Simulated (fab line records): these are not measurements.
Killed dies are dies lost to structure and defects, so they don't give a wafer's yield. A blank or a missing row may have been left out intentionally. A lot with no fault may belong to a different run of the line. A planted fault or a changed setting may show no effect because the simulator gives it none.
What tool caused it? -- flow nand harc -- 11 lots with 33 wafers sampled at 6 steps, on a route of 1159 steps

## WHAT EACH GAUGE READ, for each wafer
NHARC_A_CONTACT_CD_MEAS_53.
lot,measured,on,cd nm (nm)
L075,day 17 00:55,cd sem-02,190.2 190.0 190.8
L076,day 17 04:12,cd sem-01,190.0 189.3 189.3
L079,day 17 05:29,cd sem-02,190.3 189.5 190.2
L082,day 18 16:26,cd sem-03,188.8 189.4 189.6
L084,day 18 21:44,cd sem-02,190.2 190.2 190.1
L088,day 20 05:49,cd sem-01,188.7 188.9 188.8
L089,day 20 05:37,cd sem-03,190.3 190.7 190.1
L090,day 21 05:53,cd sem-01,189.7 189.2 190.0
L092,day 21 15:05,cd sem-02,189.5 190.7 189.3
L096,day 22 02:29,cd sem-02,188.0 189.2 188.8
L097,day 22 08:52,cd sem-03,189.9 189.5 189.1

## WHAT TOOL EACH LOT RAN ON (gives the tool, then ch and the chambers of the sampled wafers, and finally the start)
lot,NHARC_A_SLIT_DEP_23,NHARC_A_SLIT_ETCH_24,NHARC_A_CONTACT_DEP_28,NHARC_A_CONTACT_DESCUM_47,NHARC_A_CONTACT_ETCH_49
L075,"pecvd-04 ch 0,1,2, day 14 20:17","rie diel-08 ch 1,2,3, day 14 21:14","acl dep-02 ch 0, day 16 17:47","rie diel-05 ch 0,1,3, day 16 21:08","rie diel-05 ch 0,1,3, day 17 00:55 or earlier"
L076,"pecvd-01 ch 0,2, day 14 20:25","rie diel-10 ch 0,1,2, day 14 21:33","acl dep-02 ch 0, day 16 21:55","rie diel-05 ch 1,2, day 17 00:55","rie diel-05 ch 0,2, day 17 04:12 or earlier"
L079,"pecvd-01 ch 1,2, day 15 02:57","rie diel-12 ch 0,1,2, day 15 03:50","acl dep-03 ch 0, day 16 22:41","rie diel-11 ch 1,2,3, day 17 01:42","rie diel-11 ch 1,3, day 17 05:29 or earlier"
L082,"pecvd-01 ch 1,2, day 16 09:58","rie diel-08 ch 0,1,3, day 16 10:55","acl dep-01 ch 0, day 18 10:00","rie diel-11 ch 0,1,2, day 18 13:09","rie diel-11 ch 1,2, day 18 16:26 or earlier"
L084,"pecvd-01 ch 0,2, day 16 21:30","rie diel-10 ch 1,2,3, day 16 22:25","acl dep-01 ch 0, day 18 14:43","rie diel-05 ch 0,3, day 18 18:04","rie diel-05 ch 0,1,2, day 18 21:44 or earlier"
L088,"pecvd-04 ch 0,1,2, day 17 22:25","rie diel-12 ch 0,2,3, day 17 23:26","acl dep-01 ch 0, day 19 23:11","rie diel-11 ch 0,1,3, day 20 01:56","rie diel-11 ch 0,2,3, day 20 05:49 or earlier"
L089,"pecvd-02 ch 0,2, day 17 22:43","rie diel-10 ch 0,1,2, day 18 00:02","acl dep-02 ch 0, day 19 23:48","rie diel-07 ch 0,1,3, day 20 02:13","rie diel-07 ch 0,1,3, day 20 05:37 or earlier"
L090,"pecvd-04 ch 0,1,2, day 19 03:56","rie diel-12 ch 0,1,3, day 19 04:44","acl dep-03 ch 0, day 20 23:31","rie diel-07 ch 0,1,2, day 21 02:37","rie diel-07 ch 0,1,3, day 21 05:53 or earlier"
L092,"pecvd-02 ch 1,2, day 19 04:31","rie diel-08 ch 0,1,3, day 19 05:27","acl dep-01 ch 0, day 21 08:02","rie diel-05 ch 0,1, day 21 11:04","rie diel-05 ch 0,1,3, day 21 15:05 or earlier"
L096,"pecvd-02 ch 1,2, day 19 09:38","rie diel-10 ch 0,1,3, day 19 10:35","acl dep-03 ch 0, day 21 20:09","rie diel-07 ch 0,1,3, day 21 23:12","rie diel-07 ch 0,2,3, day 22 02:29 or earlier"
L097,"pecvd-02 ch 0,1, day 19 10:35","rie diel-10 ch 0,1,2, day 19 11:34","acl dep-01 ch 0, day 22 02:35","rie diel-11 ch 0,2,3, day 22 05:16","rie diel-11 ch 0,1,2, day 22 08:52 or earlier"
- NHARC_A_SLIT_DEP_23: deposits SiON, target thk 100 nm.
- NHARC_A_SLIT_ETCH_24: etches the open film in CF4/CHF3, target depth 121 nm, time 60.5 s.
- NHARC_A_CONTACT_DEP_28: deposits aC, target thk 3600 nm.
- NHARC_A_CONTACT_DESCUM_47: chemistry O2, time 3 s.
- NHARC_A_CONTACT_ETCH_49: etches the open film in N2/H2, target depth 260 nm, time 475.3 s.

## THE ANSWER, worked out from the rows above alone
Rule: usual is defined by the lots themselves. Put in order of their means at a reading, lots are off if they are a third of the lots or fewer, leave a main group of 4 or more, and stand apart from it by a gap of 3 or more times the standard deviation of the main group's means; of several such gaps the widest counts. Not used: any main group whose means are identical at the precision the tables above print for the reading. Also off: a lot with no number at a reading for which 4 or more lots have one. All remaining lots with rows at the step are treated as sound.
Nothing can be told from this: no lot is off at any reading shown.

## WHAT WAS PUT IN BY THE SIMULATOR
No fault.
